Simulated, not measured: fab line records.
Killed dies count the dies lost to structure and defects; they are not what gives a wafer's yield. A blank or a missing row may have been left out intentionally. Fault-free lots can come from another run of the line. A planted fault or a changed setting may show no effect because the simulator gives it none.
Which tool was responsible? ; flow n5_finfet ; 24 lots with 72 wafers sampled at 4 steps, on a route of 1938 steps

== WHAT THE GAUGES SHOWED, per wafer ==
N5_BEOL_M13_OVL_MEAS_29.
lot;measured;on;M13_OVL (nm)
L074;day 10 18:19;overlay-01;1 9 5
L075;day 10 21:43;overlay-02;-6 2 -1
L077;day 11 10:11;overlay-01;-2 -8 5
L076;day 11 12:47;overlay-01;-5 8 3
L079;day 11 13:27;overlay-01;5 -8 -3
L078;day 11 23:17;overlay-01;1 0 2
L080;day 12 10:28;overlay-01;10 9 1
L083;day 12 16:59;overlay-02;-4 -5 -3
L081;day 12 23:14;overlay-02;0 -4 -3
L082;day 13 06:25;overlay-01;2 -2 1
L084;day 14 02:37;overlay-02;-4 4 -1
L085;day 14 03:12;overlay-01;1 -2 2
L086;day 14 11:56;overlay-02;-8 4 5
L089;day 14 14:32;overlay-02;-3 -2 -8
L087;day 14 19:23;overlay-02;-7 -2 -8
L088;day 14 20:20;overlay-02;6 9 1
L090;day 15 09:52;overlay-02;-9 1 -4
L091;day 15 18:37;overlay-01;-6 -5 -14
L094;day 16 02:31;overlay-02;3 1 9
L093;day 16 08:55;overlay-02;-11 -8 -13
L095;day 16 11:26;overlay-02;-9 -3 0
L092;day 16 20:38;overlay-02;-8 -3 3
L096;day 17 08:02;overlay-01;-4 -10 -3
L097;day 17 21:47;overlay-01;7 -10 0

N5_BEOL_M13_INSPECT_55: inspects for defects (darkfield).
lot;measured;on;raw_defect_count
L074;day 10 23:34;defect_inspect-02;56 58 95
L075;day 11 00:53;defect_inspect-02;37 79 59
L077;day 11 16:19;defect_inspect-02;76 50 98
L076;day 11 16:41;defect_inspect-01;107 88 130
L079;day 11 16:49;defect_inspect-01;38 63 96
L078;day 12 01:46;defect_inspect-01;55 64 69
L080;day 12 14:24;defect_inspect-01;81 45 40
L083;day 12 20:01;defect_inspect-01;59 56 40
L081;day 13 03:20;defect_inspect-02;70 80 72
L082;day 13 09:15;defect_inspect-01;56 50 44
L084;day 14 04:58;defect_inspect-02;74 60 74
L085;day 14 06:58;defect_inspect-01;28 87 53
L086;day 14 15:54;defect_inspect-01;81 83 139
L089;day 14 19:07;defect_inspect-01;32 56 36
L087;day 14 21:57;defect_inspect-02;92 61 67
L088;day 15 01:09;defect_inspect-01;34 68 72
L090;day 15 13:48;defect_inspect-01;55 68 59
L091;day 16 01:47;defect_inspect-01;38 65 30
L094;day 16 06:10;defect_inspect-01;70 61 87
L093;day 16 13:46;defect_inspect-01;41 69 53
L095;day 16 14:53;defect_inspect-01;95 74 118
L092;day 17 00:44;defect_inspect-02;74 90 92
L096;day 17 11:59;defect_inspect-01;118 124 93
L097;day 18 00:43;defect_inspect-01;63 38 80

== WHICH TOOL RAN EACH LOT (tool, then ch and the chambers of the sampled wafers, then the start) ==
lot;N5_BEOL_M12_DEGAS_41;N5_BEOL_M13_VIA_ETCH_16
L074;pvd_sputter-02, day 10 15:28;rie_diel-06 ch 0,1,3, day 10 17:23
L075;pvd_sputter-02, day 10 17:53;rie_diel-06 ch 1,2,3, day 10 20:47
L077;pvd_sputter-01, day 11 07:11;rie_diel-03 ch 1,2, day 11 09:16
L076;pvd_sputter-01, day 11 09:50;rie_diel-04 ch 1,2, day 11 11:52
L079;pvd_sputter-02, day 11 10:08;rie_diel-03 ch 0,1,2, day 11 12:32
L078;pvd_sputter-02, day 11 20:26;rie_diel-03 ch 0,1,3, day 11 22:21
L080;pvd_sputter-01, day 12 07:38;rie_diel-03 ch 2,3, day 12 09:32
L083;pvd_sputter-02, day 12 14:07;rie_diel-04 ch 0,1,3, day 12 16:11
L081;pvd_sputter-01, day 12 19:52;rie_diel-03 ch 1,2, day 12 22:20
L082;pvd_sputter-02, day 13 03:40;rie_diel-04 ch 0,1,3, day 13 05:37
L084;pvd_sputter-01, day 13 23:53;rie_diel-03 ch 0,2, day 14 01:49
L085;pvd_sputter-03, day 14 00:13;rie_diel-03 ch 0,2,3, day 14 02:24
L086;pvd_sputter-02, day 14 09:08;rie_diel-06 ch 0,2,3, day 14 11:08
L089;pvd_sputter-03, day 14 11:29;rie_diel-04 ch 0,2, day 14 13:44
L087;pvd_sputter-03, day 14 16:29;rie_diel-03 ch 0,1,3, day 14 18:23
L088;pvd_sputter-03, day 14 17:25;rie_diel-03 ch 0,1,2, day 14 19:32
L090;pvd_sputter-03, day 15 06:41;rie_diel-03 ch 0,2,3, day 15 09:04
L091;pvd_sputter-03, day 15 15:43;rie_diel-04 ch 0,1,3, day 15 17:49
L094;pvd_sputter-03, day 15 23:35;rie_diel-04 ch 0,1,3, day 16 01:43
L093;pvd_sputter-02, day 16 05:28;rie_diel-06 ch 2,3, day 16 08:07
L095;pvd_sputter-01, day 16 08:14;rie_diel-04 ch 0,2, day 16 10:31
L092;pvd_sputter-01, day 16 17:41;rie_diel-06 ch 0,2,3, day 16 19:43
L096;pvd_sputter-03, day 17 05:08;rie_diel-03 ch 0,3, day 17 07:06
L097;pvd_sputter-03, day 17 18:46;rie_diel-06 ch 0,3, day 17 20:52
- N5_BEOL_M12_DEGAS_41: time 60 s.
- N5_BEOL_M13_VIA_ETCH_16: etches SiOC in C4F8/O2/Ar, target depth 921.7 nm.

== WHAT THE TOOLS THEMSELVES READ (means of the sampled wafers that have a number; where no wafer has one, the mark that the record gives instead) ==
N5_BEOL_M12_DEGAS_41.
lot;tool;heater_power_w (W)
L074;pvd_sputter-02;336
L075;pvd_sputter-02;332
L077;pvd_sputter-01;319
L076;pvd_sputter-01;303
L079;pvd_sputter-02;338
L078;pvd_sputter-02;335
L080;pvd_sputter-01;307
L083;pvd_sputter-02;336
L081;pvd_sputter-01;314
L082;pvd_sputter-02;348
L084;pvd_sputter-01;329
L085;pvd_sputter-03;320
L086;pvd_sputter-02;344
L089;pvd_sputter-03;352
L087;pvd_sputter-03;346
L088;pvd_sputter-03;304
L090;pvd_sputter-03;288
L091;pvd_sputter-03;325
L094;pvd_sputter-03;267
L093;pvd_sputter-02;335
L095;pvd_sputter-01;339
L092;pvd_sputter-01;320
L096;pvd_sputter-03;342
L097;pvd_sputter-03;324

N5_BEOL_M13_VIA_ETCH_16.
lot;tool;drypump_motor_current_A (A);oes_product_au (a.u.);rf_vpp_V (V);showerhead_plenum_p_Torr (Torr);throttle_valve_pct (%)
L074;rie_diel-06;5.9;0.70;661;3.31;24.42
L075;rie_diel-06;6.0;0.77;665;3.39;24.25
L077;rie_diel-03;6.3;0.77;662;3.33;24.02
L076;rie_diel-04;6.2;0.72;668;3.53;24.20
L079;rie_diel-03;6.0;0.75;664;3.35;24.18
L078;rie_diel-03;5.6;0.74;666;3.45;24.22
L080;rie_diel-03;6.2;0.83;667;3.46;23.80
L083;rie_diel-04;5.7;0.66;662;3.32;24.02
L081;rie_diel-03;6.3;0.76;663;3.32;24.02
L082;rie_diel-04;5.7;0.66;663;3.32;24.02
L084;rie_diel-03;6.1;0.76;665;3.41;24.14
L085;rie_diel-03;6.0;0.79;668;3.48;24.00
L086;rie_diel-06;5.8;0.76;667;3.48;24.17
L089;rie_diel-04;5.8;0.75;665;3.44;24.27
L087;rie_diel-03;5.6;0.71;666;3.44;24.25
L088;rie_diel-03;6.0;0.72;663;3.34;24.23
L090;rie_diel-03;6.0;0.77;667;3.48;24.01
L091;rie_diel-04;5.7;0.65;663;3.31;24.03
L094;rie_diel-04;5.7;0.65;662;3.31;24.05
L093;rie_diel-06;5.9;0.69;664;3.36;24.32
L095;rie_diel-04;5.6;0.69;662;3.33;24.13
L092;rie_diel-06;5.8;0.74;667;3.47;24.17
L096;rie_diel-03;5.7;0.72;668;3.49;24.22
L097;rie_diel-06;5.8;0.70;664;3.42;24.39

== THE ANSWER, worked out from the rows above alone ==
Rule: the usual values come from the lots themselves. The widest of any qualifying gaps counts: lots, ordered by their means at a reading, are off when they make up no more than a third of the lots, leave a main group of 4 or more, and stand apart from it by 3 or more times the standard deviation of that group's means. Not used: any main group whose means are identical at the precision the tables above print for the reading. A lot without any number at a reading at which 4 lots or more have one is off too. Any other lot the step has rows for is counted as sound. The gauges are gone through in route order, then the tools' own readings, and for those a lot's mean is taken as printed above. The first step at which some lot is off is used, and at that step the reading that is off furthest; a lot without a number counts as furthest.
No lot is off at any reading shown: from this, nothing can be told.

== WHAT HAD BEEN PUT IN BY THE SIMULATOR ==
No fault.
